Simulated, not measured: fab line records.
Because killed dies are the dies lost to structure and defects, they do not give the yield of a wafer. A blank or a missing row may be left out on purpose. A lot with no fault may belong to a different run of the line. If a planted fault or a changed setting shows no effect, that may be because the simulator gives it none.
fab line records    flow n5_finfet
record: lots: 11  wafers: 28  last_day: 19
route steps=1938 shown GATE_CUT@512 MOL_CONTACT_COAG@538 BEOL_M4@1111 PASSIVATION@1936
lots untouched by any fault: they come from a run of this same line in which no faults occurred
start_h: start of the lot's first displayed wafer, in hours after the record's first day    wait_h: time in hours since the lot's previous step    " as in the row above    L1.1+2: several wafers, shown together as one row    - no value, or no start given    * or withheld: withheld    < > ~ a bound
route shown NAME@n: a module of which the file shows steps, and the number in the route of the first    usual: average and standard deviation across the fault-free wafers    same: alike in all rows    chamber/n: place in a boat    sites: readings site by site    _std_site: the standard deviation of these    _edge_site: inner sites' mean taken away from outer sites' mean    radius_mm: for every site, how far away it sits from the centre of the wafer    mask NAME#n: copy n    behind: the most recent tool/chamber to have shaped the wafer    hold: why the lot went on hold/how many hours it stayed there/how the hold came to an end    device: which transistor (n, p or np) failed to switch    end of line: the tests these same wafers got at the end of their route    a step without rows: its recipe alone    killed: dies that structure and defects cost at the first sort, which is not the same as the wafer's yield    map: the dies of a wafer, with x for killed, . for not killed, _ for no die there
set.NAME: the setting the step ran with; set.NAME@STEP: the setting that earlier step ran with    model.NAME: the simulator's own value behind a step, which no gauge read
route steps across a sampled set of lots; one table per step, one row per wafer
services: the hour from which a tool's chamber was out of use, counted from the record's first day as start_h (under 0 if before that day), plus the number of hours and why
== steps ==
step: N5_GATE_CUT_THK_MEAS_24
recipe: reads: SiO2_of_GATE_CUT_HM_DEP_46+SiO2_flowable_of_ILD0_FCVD_FILL_01
usual: GC_FILL_THK: 221.5/2.3
lot.wafer  tool           chamber  start_h  wait_h  GC_FILL_THK[nm]
L843.2     film_metro-02  -        84.09    -       219.3
L843.3     "              -        "        "       220.0
L843.5     "              -        "        "       223.2
L844.3     film_metro-02  -        94.12    -       219.3
L844.4     "              -        "        "       223.4
L848.1     film_metro-01  -        122.94   -       222.9
L848.2     "              -        "        "       220.4
L849.1     film_metro-02  -        124.89   -       221.2
L849.3     "              -        "        "       216.4
L849.4     "              -        "        "       221.8
L851.2     film_metro-01  -        134.18   -       219.3
L851.5     "              -        "        "       222.5
L854.5     film_metro-02  -        155.44   -       223.9
L854.6     "              -        "        "       225.2
L856.4     film_metro-02  -        168.00   -       225.4
L856.5     "              -        "        "       220.6
L856.6     "              -        "        "       223.5
L857.1     film_metro-02  -        173.15   -       222.8
L857.2     "              -        "        "       220.8
L857.4     "              -        "        "       224.7
L858.1     film_metro-01  -        178.69   -       222.5
L858.3     "              -        "        "       224.3
L858.5     "              -        "        "       222.2
L863.1     film_metro-02  -        209.43   -       221.9
L863.2     "              -        "        "       217.1
L863.5     "              -        "        "       219.9
L866.1     film_metro-02  -        226.65   -       218.1
L866.4     "              -        "        "       219.3
step: N5_MOL_CONTACT_COAG_ETCH_110
recipe: chemistry: CF4/O2  target: Si  target_depth_a: 25  time_s: 8  pressure_mtorr: 100  source_w: 200  bias_w: 12  ion_energy_ev: 60  Ar_flow_sccm: 100  cf4_flow_sccm: 100  O2_flow_sccm: 10
usual: O2_flow_sccm: 10.00/0.032  bias_w: 12.00/0.033  chamber_pressure_mTorr: 100.00/0.1  drypump_motor_current_A: 5.6/0.43  oes_product_au: 0.78/0.096  rf_fwd_power_W: 198.5/0.69  rf_vpp_V: 128/3.6  showerhead_plenum_p_Torr: 2.24/0.066  throttle_valve_pct: 10.77/0.25
lot.wafer  tool         chamber  start_h  wait_h  O2_flow_sccm  bias_w  chamber_pressure_mTorr  drypump_motor_current_A  oes_product_au  rf_fwd_power_W  rf_hours_counter_h  rf_vpp_V  showerhead_plenum_p_Torr  throttle_valve_pct
L843.2     rie_diel-04  1        85.65    0.0     10.00         12.02   100.07                  5.7                      0.79            198.7           147                 126       2.22                      10.84
L843.3     "            3        "        "       9.96          11.98   100.04                  6.0                      0.69            198.6           236                 134       2.26                      11.14
L843.5     "            1        "        "       10.02         12.03   99.91                   5.7                      0.79            199.7           -                   128       2.22                      10.83
L844.3     rie_diel-03  1        95.76    0.0     9.96          11.95   99.97                   5.8                      0.67            198.4           191                 128       2.20                      10.69
L844.4     "            2        "        "       9.97          12.00   99.98                   5.2                      0.76            197.6           154                 129       2.15                      10.96
L848.1     rie_diel-02  3        124.39   0.0     9.98          12.01   100.16                  5.7                      0.69            198.9           245                 125       2.19                      11.03
L848.2     "            0        "        "       9.98          12.02   100.08                  6.3                      0.86            198.0           58                  123       2.26                      10.81
L849.1     rie_diel-02  2        126.45   0.0     10.00         11.98   100.00                  5.2                      0.78            198.4           101                 125       2.31                      10.46
L849.3     "            3        "        "       10.03         12.01   100.02                  5.7                      0.68            198.5           246                 125       2.19                      11.02
L849.4     "            0        "        "       10.01         11.96   100.08                  6.3                      0.85            197.6           60                  124       2.26                      10.80
L851.2     rie_diel-03  1        135.83   0.0     10.00         11.98   99.90                   5.8                      0.66            198.2           205                 127       2.20                      10.72
L851.5     "            1        "        "       10.00         12.02   100.01                  5.8                      0.66            198.5           -                   126       2.20                      10.72
L854.5     rie_diel-04  3        157.01   0.0     10.00         12.00   100.04                  6.0                      0.93            199.1           -                   133       2.25                      10.48
L854.6     "            1        "        "       9.95          12.06   100.05                  5.7                      0.76            197.9           -                   126       2.21                      10.91
L856.4     rie_diel-04  2        169.44   0.0     -             -       -                       -                        -               -               -                   -         -                         -
L856.5     "            1        "        "       -             -       -                       -                        -               -               -                   -         -                         -
L856.6     "            2        "        "       -             -       -                       -                        -               -               -                   -         -                         -
L857.1     rie_diel-03  1        176.90   0.0     -             -       -                       -                        -               -               -                   -         -                         -
L857.2     "            3        "        "       -             -       -                       -                        -               -               -                   -         -                         -
L857.4     "            0        "        "       -             -       -                       -                        -               -               -                   -         -                         -
L858.1     rie_diel-04  3        180.25   0.0     -             -       -                       -                        -               -               -                   -         -                         -
L858.3     "            0        "        "       -             -       -                       -                        -               -               -                   -         -                         -
L858.5     "            0        "        "       -             -       -                       -                        -               -               -                   -         -                         -
L863.1     rie_diel-04  2        210.87   0.0     9.96          12.00   100.05                  6.2                      0.93            198.3           14                  127       2.36                      10.39
L863.2     "            1        "        "       10.06         12.06   100.16                  5.7                      0.76            199.2           189                 128       2.21                      10.94
L863.5     "            0        "        "       10.02         12.03   99.96                   5.8                      0.70            199.1           -                   122       2.28                      10.86
L866.1     rie_diel-03  3        228.09   0.0     9.96          11.95   99.95                   4.8                      0.89            197.2           24                  135       2.35                      10.46
L866.4     "            1        "        "       10.03         12.00   100.02                  5.8                      0.65            197.7           238                 126       2.19                      10.82
step: N5_MOL_CONTACT_COAG_ANNEAL_113
recipe: temp_c: 400  time_s: 300  ambient: H2/N2
usual: anneal_temp_c: 399.95/0.27  lamp_power_pct: 2.9/0.32  wafer_temp_C_max: 402.3/0.46
lot.wafer  tool           chamber  start_h  wait_h  anneal_temp_c  lamp_power_pct  wafer_temp_C_max
L843.2     rtp_anneal-01  0        89.56    0.6     400.70         2.6             401.9
L843.3     "              0        "        "       400.27         2.6             402.4
L843.5     "              0        "        "       400.24         2.6             402.2
L844.3     rtp_anneal-02  0        98.80    0.6     399.47         3.2             402.0
L844.4     "              0        "        "       399.62         3.2             402.2
L848.1     rtp_anneal-02  0        126.97   0.7     399.87         3.3             402.6
L848.2     "              0        "        "       399.92         3.2             402.9
L849.1     rtp_anneal-01  0        133.40   0.6     399.94         2.6             401.8
L849.3     "              0        "        "       400.14         2.6             401.9
L849.4     "              0        "        "       399.59         2.6             402.1
L851.2     rtp_anneal-01  0        139.46   0.5     399.82         2.6             401.7
L851.5     "              0        "        "       400.07         2.6             402.6
L854.5     rtp_anneal-02  0        161.16   0.6     399.74         3.2             402.2
L854.6     "              0        "        "       399.88         3.2             403.1
L856.4     rtp_anneal-01  0        173.30   0.5     399.56         2.6             402.0
L856.5     "              0        "        "       399.52         2.6             402.5
L856.6     "              0        "        "       399.34         2.6             402.1
L857.1     rtp_anneal-01  0        179.54   0.4     400.21         2.6             402.6
L857.2     "              0        "        "       400.12         2.6             402.3
L857.4     "              0        "        "       400.05         2.6             401.7
L858.1     rtp_anneal-02  0        182.87   0.3     400.15         3.3             402.4
L858.3     "              0        "        "       400.15         3.2             402.2
L858.5     "              0        "        "       400.12         3.2             401.9
L863.1     rtp_anneal-02  0        214.05   0.3     400.52         3.2             402.6
L863.2     "              0        "        "       400.29         3.2             403.1
L863.5     "              0        "        "       400.15         3.2             401.9
L866.1     rtp_anneal-02  0        232.59   0.4     399.75         3.2             402.0
L866.4     "              0        "        "       399.70         3.2             402.7
step: N5_MOL_CONTACT_COAG_PRE_CLEAN_142
recipe: gas: H2/He  time_s: 60  temp_c: 300
usual: heater_power_w: 478/46
lot.wafer  tool            chamber  start_h  wait_h  heater_power_w
L843.2     pvd_sputter-02  -        93.42    3.7     418
L843.3     "               -        "        "       519
L843.5     "               -        "        "       422
L844.3     pvd_sputter-01  -        99.65    0.7     581
L844.4     "               -        "        "       471
L848.1     pvd_sputter-01  -        131.53   4.4     498
L848.2     "               -        "        "       462
L849.1     pvd_sputter-01  -        135.09   1.5     510
L849.3     "               -        "        "       490
L849.4     "               -        "        "       613
L851.2     pvd_sputter-03  -        141.97   2.4     428
L851.5     "               -        "        "       513
L854.5     pvd_sputter-03  -        163.19   1.9     490
L854.6     "               -        "        "       429
L856.4     pvd_sputter-03  -        174.58   1.1     494
L856.5     "               -        "        "       479
L856.6     "               -        "        "       509
L857.1     pvd_sputter-03  -        181.41   1.7     425
L857.2     "               -        "        "       476
L857.4     "               -        "        "       506
L858.1     pvd_sputter-02  -        185.59   2.6     440
L858.3     "               -        "        "       527
L858.5     "               -        "        "       414
L863.1     pvd_sputter-01  -        216.43   2.2     592
L863.2     "               -        "        "       493
L863.5     "               -        "        "       505
L866.1     pvd_sputter-03  -        234.60   1.9     436
L866.4     "               -        "        "       508
step: N5_BEOL_M4_RC_MEAS_101
usual: DIBL_N: 36.4/2.2  DIBL_P: 36.3/2.5  IOFF_N: 0.17/0.052  IOFF_P: 0.23/0.049  ION_N: 674/17  ION_P: 464/11  SS_N: 71.7/0.98  SS_P: 73.3/0.84  VT_N: 250/4  VT_P: -249/3.8
lot.wafer  tool       chamber  start_h  wait_h  DIBL_N[mV/V]  DIBL_P[mV/V]  IOFF_N[nA/um]  IOFF_P[nA/um]  ION_N[uA/um]  ION_P[uA/um]  SS_N[mV/dec]  SS_P[mV/dec]  VT_N[mV]  VT_P[mV]
L843.2     prober-02  0        175.89   0.2     36.9          38.2          0.18           0.25           708           483           71.2          73.4          246       -246
L843.3     "          0        "        "       40.0          41.8          0.23           0.32           704           487           72.4          75.1          245       -243
L843.5     "          0        "        "       38.3          40.1          0.19           0.30           682           472           72.0          75.2          246       -245
L844.3     prober-01  0        186.41   0.3     36.5          36.3          0.15           0.22           686           466           71.0          72.7          247       -249
L844.4     "          0        "        "       34.8          33.8          0.11           0.18           627           440           71.2          73.0          259       -257
L849.1     prober-02  0        248.98   0.0     38.3          38.9          0.21           0.25           697           472           72.0          73.7          247       -249
L849.3     "          0        "        "       39.6          38.2          0.22           0.24           675           456           72.2          74.4          248       -250
L849.4     "          0        "        "       35.8          33.9          0.17           0.17           673           454           72.2          72.9          248       -252
L848.1     prober-01  0        256.79   0.0     34.1          32.0          0.11           0.18           652           460           71.0          72.5          257       -249
L848.2     "          0        "        "       35.5          34.3          0.14           0.22           664           463           70.7          73.3          252       -246
L851.2     prober-01  0        259.32   0.2     34.4          35.8          0.15           0.20           683           464           72.2          73.1          248       -250
L851.5     "          0        "        "       34.4          36.2          0.14           0.22           651           454           71.8          73.4          253       -252
L854.5     prober-01  0        276.18   0.6     33.3          34.2          0.11           0.17           671           460           70.8          72.1          256       -255
L854.6     "          0        "        "       38.1          39.3          0.19           0.25           682           470           71.5          73.1          245       -251
L857.1     prober-01  0        277.38   0.0     35.7          34.5          0.13           0.21           649           454           70.9          73.4          254       -248
L857.2     "          0        "        "       34.9          33.3          0.14           0.20           676           472           71.3          72.6          248       -251
L857.4     "          0        "        "       37.0          36.5          0.17           0.27           680           471           71.5          73.4          246       -245
L856.4     prober-02  0        284.88   0.5     37.1          35.3          0.16           0.21           704           473           71.8          72.6          245       -247
L856.5     "          0        "        "       43.4          42.4          0.33           0.34           675           456           74.1          74.4          241       -247
L856.6     "          0        "        "       36.0          35.2          0.15           0.20           685           475           71.4          72.4          251       -251
L858.1     prober-02  0        304.17   0.0     35.7          36.5          0.15           0.22           668           459           71.0          73.7          253       -250
L858.3     "          0        "        "       38.6          40.3          0.22           0.30           696           476           72.7          75.0          246       -246
L858.5     "          0        "        "       38.5          39.6          0.19           0.27           661           458           72.6          74.8          248       -247
L863.1     prober-01  0        326.37   0.0     33.2          33.6          0.11           0.17           667           459           70.6          71.8          252       -249
L863.2     "          0        "        "       37.1          37.4          0.18           0.23           695           472           72.1          72.9          244       -244
L863.5     "          0        "        "       35.7          35.1          0.15           0.18           659           451           70.6          72.5          251       -252
L866.1     prober-01  0        349.46   0.7     33.5          34.5          0.12           0.19           652           459           71.2          72.9          255       -249
L866.4     "          0        "        "       34.1          34.9          0.14           0.20           674           470           70.4          71.8          248       -249
step: N5_PASSIVATION_PROBE_49
usual: defect_limited_yield: 91.2/1.4  killed_at_M0_to_M3: 34/9.3  killed_at_M4_up: 14/5.9  killed_at_contacts: 14/5.7  killed_at_front_end: 38/10  killed_at_other: 4/3.2  killed_dies: 104/17  killed_open: 67/13  killed_short: 33/6.9  sort_bin_5_function: 5.2/1  sort_bin_6_memory: 3.3/0.61  sort_bin_8_speed: 0.3/1.8  sort_n_pass: 1069/52  sort_yield_pct: 91/4.4
same: gross_dies: 1180  killed_at_back_side: 0  sort_bin_4_leakage[%]: 0
lot.wafer  tool       chamber  start_h  wait_h  defect_limited_yield[%]  killed_at_M0_to_M3  killed_at_M4_up  killed_at_contacts  killed_at_front_end  killed_at_other  killed_dies  killed_open  killed_short  sort_bin_5_function[%]  sort_bin_6_memory[%]  sort_bin_8_speed[%]  sort_n_pass  sort_yield_pct[%]
L857.2     prober-01  -        392.26   0.1     88.4                     42                  13               15                  32                   35               137          71           26            8.3                     3.1                   0                    1043         88
killed by level:class
L857.2 PASSIVATION:area_etch=33 MOL_CONTACT_COAG:geometric_particle:open=11 STI_FIN_REVEAL:geometric_particle:open=10 BEOL_M0_SAQP:geometric_particle:short=10 BEOL_M0_SAQP:geometric_particle:open=9 BEOL_M1:geometric_particle:open=9 ILD0:geometric_particle:open=5 BEOL_M3:geometric_particle:open=4
== services ==
tool            chamber  start_h  hours  kind
pvd_sputter-01  -        66.30    3.6    repair
rie_diel-02     0        73.23    5.6    repair
pvd_sputter-02  -        73.97    11.7   repair
rie_diel-02     0        82.78    5.5    repair
pvd_sputter-03  -        94.96    13.8   repair
rie_diel-04     0        98.94    4.2    repair
rie_diel-04     3        118.34   -      clean
rie_diel-04     3        118.34   -      consumable_replace:focus_ring
rie_diel-04     3        118.34   17.5   scheduled_down
rie_diel-04     3        118.34   17.5   vent_cycle
rtp_anneal-02   -        120.30   3.9    pm
rie_diel-03     3        134.34   -      clean
rie_diel-03     3        134.34   -      consumable_replace:focus_ring
rie_diel-03     3        134.34   -      consumable_replace:showerhead
rie_diel-03     3        134.34   23.1   scheduled_down
rie_diel-04     2        135.83   -      clean
rie_diel-04     2        135.83   -      consumable_replace:focus_ring
rie_diel-04     2        135.83   -      consumable_replace:showerhead
rie_diel-04     2        135.83   27.6   scheduled_down
rie_diel-04     2        135.83   27.6   vent_cycle
rie_diel-04     0        148.13   4.3    repair
pvd_sputter-01  -        155.00   1.1    repair
pvd_sputter-01  -        161.50   48.4   repair
rie_diel-03     0        201.11   2.7    repair
== key ==
first_sign: step: N5_MOL_CONTACT_COAG_ETCH_110  reading: tool_record  direction: missing
effect none on later readings
met_at N5_MOL_CONTACT_COAG_ETCH_110
struck_lots L856,L857,L858
baseline_loss: step: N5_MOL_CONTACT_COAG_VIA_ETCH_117  wafers: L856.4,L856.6
baseline_loss: step: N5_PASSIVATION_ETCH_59  wafers: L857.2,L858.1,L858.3
not_acting_at N5_GATE_CUT_THK_MEAS_24,N5_MOL_CONTACT_COAG_ANNEAL_113,N5_MOL_CONTACT_COAG_PRE_CLEAN_142
onset_between 157.01 169.44
fault: kind: skipped_step_whole  tool: rie_diel-03,rie_diel-04  chamber: -  onset_h: 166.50  steps: N5_MOL_CONTACT_COAG_ETCH_110  scope: struck_lots_only
baseline_loss: these wafers lose ten dies or more at that step, a loss of the line's own and not of a fault; the sort's usual values leave them out
